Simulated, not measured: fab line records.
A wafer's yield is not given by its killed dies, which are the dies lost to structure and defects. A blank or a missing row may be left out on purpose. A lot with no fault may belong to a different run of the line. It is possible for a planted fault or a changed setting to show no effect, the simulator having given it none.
Split-lot trial || flow n5 finfet || on a route of 1938 steps: 7 lots, 39 wafers read

THE SPLIT
At N5_PMOS_HMC_CHANNEL_EPI_EPI_20 (deposits SiGe30, target thk 59 nm), the setting temp c was moved away from the recipe's 600 C on 12 of the 39 wafers read, by -0.9% to +0.7%. For the rest of the wafers, this setting stayed at what the recipe calls for.

The reading is taken at the split's own step.

THE READING
SiGe30_of_PMOS_HMC_CHANNEL_EPI_EPI_20.thk nm (the simulator's own value, which no gauge read), in nm, at N5_PMOS_HMC_CHANNEL_EPI_EPI_20 (deposits SiGe30, target thk 59 nm). No usual value for it is given in the file. Here, 27 wafers ran the recipe; their average is 58.93 nm with a standard deviation of 0.66 nm.

{"wafer": "L075.2", "tool, chamber at the split": "epi rpcvd-03, 0", "temp c as run, C": 600, "against the recipe": "recipe", "SiGe30_of_PMOS_HMC_CHANNEL_EPI_EPI_20.thk nm, nm": 59.8, "against lot-mates on the recipe": "-"}
{"wafer": "L075.4", "tool, chamber at the split": "epi rpcvd-03, 0", "temp c as run, C": 600, "against the recipe": "recipe", "SiGe30_of_PMOS_HMC_CHANNEL_EPI_EPI_20.thk nm, nm": 59.63, "against lot-mates on the recipe": "-"}
{"wafer": "L075.5", "tool, chamber at the split": "epi rpcvd-03, 0", "temp c as run, C": 600, "against the recipe": "recipe", "SiGe30_of_PMOS_HMC_CHANNEL_EPI_EPI_20.thk nm, nm": 59.79, "against lot-mates on the recipe": "-"}
{"wafer": "L076.1", "tool, chamber at the split": "epi rpcvd-04, 0", "temp c as run, C": 600, "against the recipe": "recipe", "SiGe30_of_PMOS_HMC_CHANNEL_EPI_EPI_20.thk nm, nm": 59.44, "against lot-mates on the recipe": "-"}
{"wafer": "L076.2", "tool, chamber at the split": "epi rpcvd-04, 0", "temp c as run, C": 594.7, "against the recipe": "-0.9%", "SiGe30_of_PMOS_HMC_CHANNEL_EPI_EPI_20.thk nm, nm": 53.7, "against lot-mates on the recipe": -6.13}
{"wafer": "L076.4", "tool, chamber at the split": "epi rpcvd-04, 0", "temp c as run, C": 594.7, "against the recipe": "-0.9%", "SiGe30_of_PMOS_HMC_CHANNEL_EPI_EPI_20.thk nm, nm": 53.7, "against lot-mates on the recipe": -6.13}
{"wafer": "L076.3", "tool, chamber at the split": "epi rpcvd-04, 0", "temp c as run, C": 600, "against the recipe": "recipe", "SiGe30_of_PMOS_HMC_CHANNEL_EPI_EPI_20.thk nm, nm": 59.8, "against lot-mates on the recipe": "-"}
{"wafer": "L076.5", "tool, chamber at the split": "epi rpcvd-04, 0", "temp c as run, C": 594.7, "against the recipe": "-0.9%", "SiGe30_of_PMOS_HMC_CHANNEL_EPI_EPI_20.thk nm, nm": 54.1, "against lot-mates on the recipe": -5.73}
{"wafer": "L076.6", "tool, chamber at the split": "epi rpcvd-04, 0", "temp c as run, C": 600, "against the recipe": "recipe", "SiGe30_of_PMOS_HMC_CHANNEL_EPI_EPI_20.thk nm, nm": 60.26, "against lot-mates on the recipe": "-"}
{"wafer": "L077.1", "tool, chamber at the split": "epi rpcvd-02, 0", "temp c as run, C": 600, "against the recipe": "recipe", "SiGe30_of_PMOS_HMC_CHANNEL_EPI_EPI_20.thk nm, nm": 59.1, "against lot-mates on the recipe": "-"}
{"wafer": "L077.2", "tool, chamber at the split": "epi rpcvd-02, 0", "temp c as run, C": 600, "against the recipe": "recipe", "SiGe30_of_PMOS_HMC_CHANNEL_EPI_EPI_20.thk nm, nm": 59.17, "against lot-mates on the recipe": "-"}
{"wafer": "L077.3", "tool, chamber at the split": "epi rpcvd-02, 0", "temp c as run, C": 603.6, "against the recipe": "+0.6%", "SiGe30_of_PMOS_HMC_CHANNEL_EPI_EPI_20.thk nm, nm": 63.01, "against lot-mates on the recipe": "+3.97"}
{"wafer": "L077.4", "tool, chamber at the split": "epi rpcvd-02, 0", "temp c as run, C": 603.6, "against the recipe": "+0.6%", "SiGe30_of_PMOS_HMC_CHANNEL_EPI_EPI_20.thk nm, nm": 62.98, "against lot-mates on the recipe": "+3.94"}
{"wafer": "L077.5", "tool, chamber at the split": "epi rpcvd-02, 0", "temp c as run, C": 603.6, "against the recipe": "+0.6%", "SiGe30_of_PMOS_HMC_CHANNEL_EPI_EPI_20.thk nm, nm": 62.78, "against lot-mates on the recipe": "+3.74"}
{"wafer": "L077.6", "tool, chamber at the split": "epi rpcvd-02, 0", "temp c as run, C": 600, "against the recipe": "recipe", "SiGe30_of_PMOS_HMC_CHANNEL_EPI_EPI_20.thk nm, nm": 58.85, "against lot-mates on the recipe": "-"}
{"wafer": "L084.1", "tool, chamber at the split": "epi rpcvd-04, 0", "temp c as run, C": 600, "against the recipe": "recipe", "SiGe30_of_PMOS_HMC_CHANNEL_EPI_EPI_20.thk nm, nm": 58.29, "against lot-mates on the recipe": "-"}
{"wafer": "L084.6", "tool, chamber at the split": "epi rpcvd-04, 0", "temp c as run, C": 600, "against the recipe": "recipe", "SiGe30_of_PMOS_HMC_CHANNEL_EPI_EPI_20.thk nm, nm": 58.29, "against lot-mates on the recipe": "-"}
{"wafer": "L084.2", "tool, chamber at the split": "epi rpcvd-04, 0", "temp c as run, C": 600, "against the recipe": "recipe", "SiGe30_of_PMOS_HMC_CHANNEL_EPI_EPI_20.thk nm, nm": 57.5, "against lot-mates on the recipe": "-"}
{"wafer": "L084.3", "tool, chamber at the split": "epi rpcvd-04, 0", "temp c as run, C": 600, "against the recipe": "recipe", "SiGe30_of_PMOS_HMC_CHANNEL_EPI_EPI_20.thk nm, nm": 59.05, "against lot-mates on the recipe": "-"}
{"wafer": "L084.4", "tool, chamber at the split": "epi rpcvd-04, 0", "temp c as run, C": 600, "against the recipe": "recipe", "SiGe30_of_PMOS_HMC_CHANNEL_EPI_EPI_20.thk nm, nm": 58.14, "against lot-mates on the recipe": "-"}
{"wafer": "L084.5", "tool, chamber at the split": "epi rpcvd-04, 0", "temp c as run, C": 600, "against the recipe": "recipe", "SiGe30_of_PMOS_HMC_CHANNEL_EPI_EPI_20.thk nm, nm": 59, "against lot-mates on the recipe": "-"}
{"wafer": "L085.1", "tool, chamber at the split": "epi rpcvd-03, 0", "temp c as run, C": 595.3, "against the recipe": "-0.8%", "SiGe30_of_PMOS_HMC_CHANNEL_EPI_EPI_20.thk nm, nm": 55.41, "against lot-mates on the recipe": -4.02}
{"wafer": "L085.2", "tool, chamber at the split": "epi rpcvd-03, 0", "temp c as run, C": 595.3, "against the recipe": "-0.8%", "SiGe30_of_PMOS_HMC_CHANNEL_EPI_EPI_20.thk nm, nm": 55.31, "against lot-mates on the recipe": -4.12}
{"wafer": "L085.3", "tool, chamber at the split": "epi rpcvd-03, 0", "temp c as run, C": 600, "against the recipe": "recipe", "SiGe30_of_PMOS_HMC_CHANNEL_EPI_EPI_20.thk nm, nm": 59.12, "against lot-mates on the recipe": "-"}
{"wafer": "L085.4", "tool, chamber at the split": "epi rpcvd-03, 0", "temp c as run, C": 600, "against the recipe": "recipe", "SiGe30_of_PMOS_HMC_CHANNEL_EPI_EPI_20.thk nm, nm": 59.06, "against lot-mates on the recipe": "-"}
{"wafer": "L085.5", "tool, chamber at the split": "epi rpcvd-03, 0", "temp c as run, C": 600, "against the recipe": "recipe", "SiGe30_of_PMOS_HMC_CHANNEL_EPI_EPI_20.thk nm, nm": 60.12, "against lot-mates on the recipe": "-"}
{"wafer": "L085.6", "tool, chamber at the split": "epi rpcvd-03, 0", "temp c as run, C": 595.3, "against the recipe": "-0.8%", "SiGe30_of_PMOS_HMC_CHANNEL_EPI_EPI_20.thk nm, nm": 54.36, "against lot-mates on the recipe": -5.07}
{"wafer": "L090.1", "tool, chamber at the split": "epi rpcvd-04, 0", "temp c as run, C": 600, "against the recipe": "recipe", "SiGe30_of_PMOS_HMC_CHANNEL_EPI_EPI_20.thk nm, nm": 58.53, "against lot-mates on the recipe": "-"}
{"wafer": "L090.5", "tool, chamber at the split": "epi rpcvd-04, 0", "temp c as run, C": 600, "against the recipe": "recipe", "SiGe30_of_PMOS_HMC_CHANNEL_EPI_EPI_20.thk nm, nm": 58.53, "against lot-mates on the recipe": "-"}
{"wafer": "L090.2", "tool, chamber at the split": "epi rpcvd-04, 0", "temp c as run, C": 600, "against the recipe": "recipe", "SiGe30_of_PMOS_HMC_CHANNEL_EPI_EPI_20.thk nm, nm": 59.08, "against lot-mates on the recipe": "-"}
{"wafer": "L090.3", "tool, chamber at the split": "epi rpcvd-04, 0", "temp c as run, C": 600, "against the recipe": "recipe", "SiGe30_of_PMOS_HMC_CHANNEL_EPI_EPI_20.thk nm, nm": 58.5, "against lot-mates on the recipe": "-"}
{"wafer": "L090.4", "tool, chamber at the split": "epi rpcvd-04, 0", "temp c as run, C": 600, "against the recipe": "recipe", "SiGe30_of_PMOS_HMC_CHANNEL_EPI_EPI_20.thk nm, nm": 58.42, "against lot-mates on the recipe": "-"}
{"wafer": "L090.6", "tool, chamber at the split": "epi rpcvd-04, 0", "temp c as run, C": 600, "against the recipe": "recipe", "SiGe30_of_PMOS_HMC_CHANNEL_EPI_EPI_20.thk nm, nm": 58.22, "against lot-mates on the recipe": "-"}
{"wafer": "L095.1", "tool, chamber at the split": "epi rpcvd-04, 0", "temp c as run, C": 600, "against the recipe": "recipe", "SiGe30_of_PMOS_HMC_CHANNEL_EPI_EPI_20.thk nm, nm": 58.87, "against lot-mates on the recipe": "-"}
{"wafer": "L095.2", "tool, chamber at the split": "epi rpcvd-04, 0", "temp c as run, C": 604.4, "against the recipe": "+0.7%", "SiGe30_of_PMOS_HMC_CHANNEL_EPI_EPI_20.thk nm, nm": 63.51, "against lot-mates on the recipe": "+4.99"}
{"wafer": "L095.3", "tool, chamber at the split": "epi rpcvd-04, 0", "temp c as run, C": 600, "against the recipe": "recipe", "SiGe30_of_PMOS_HMC_CHANNEL_EPI_EPI_20.thk nm, nm": 58.17, "against lot-mates on the recipe": "-"}
{"wafer": "L095.4", "tool, chamber at the split": "epi rpcvd-04, 0", "temp c as run, C": 604.4, "against the recipe": "+0.7%", "SiGe30_of_PMOS_HMC_CHANNEL_EPI_EPI_20.thk nm, nm": 63.12, "against lot-mates on the recipe": "+4.60"}
{"wafer": "L095.5", "tool, chamber at the split": "epi rpcvd-04, 0", "temp c as run, C": 604.4, "against the recipe": "+0.7%", "SiGe30_of_PMOS_HMC_CHANNEL_EPI_EPI_20.thk nm, nm": 63.71, "against lot-mates on the recipe": "+5.19"}
{"wafer": "L095.6", "tool, chamber at the split": "epi rpcvd-04, 0", "temp c as run, C": 600, "against the recipe": "recipe", "SiGe30_of_PMOS_HMC_CHANNEL_EPI_EPI_20.thk nm, nm": 58.51, "against lot-mates on the recipe": "-"}

THE FIT
A straight line over all 39 wafers: SiGe30_of_PMOS_HMC_CHANNEL_EPI_EPI_20.thk nm changes by +5.81 nm for each +1% of temp c; r = +0.97; the points scatter about the line by 0.63 nm.
The same after taking each lot's own level away (the mean of its wafers on the recipe; 39 wafers): +6.42 nm for each +1%; r = +0.99; scatter 0.4 nm.
The reading moves by 5.7 nm for the largest change in temp c, on that fit.
Across the lots, their own levels run from 58.378 to 59.833 nm, a range of 2.2 times the standard deviation given above.
The two slopes agree, so the slope changes little with the lot-to-lot level.
Check: -5.55 nm against its lot-mates is what the line predicts for one of the wafers moved furthest among these (-0.9%) when that wafer is left out of the fit. It came out at -6.13 nm against them.

THE FILE'S OWN FIT
SiGe30_of_PMOS_HMC_CHANNEL_EPI_EPI_20.thk nm changes by +6.41 nm for each +1% of temp c, r = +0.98.
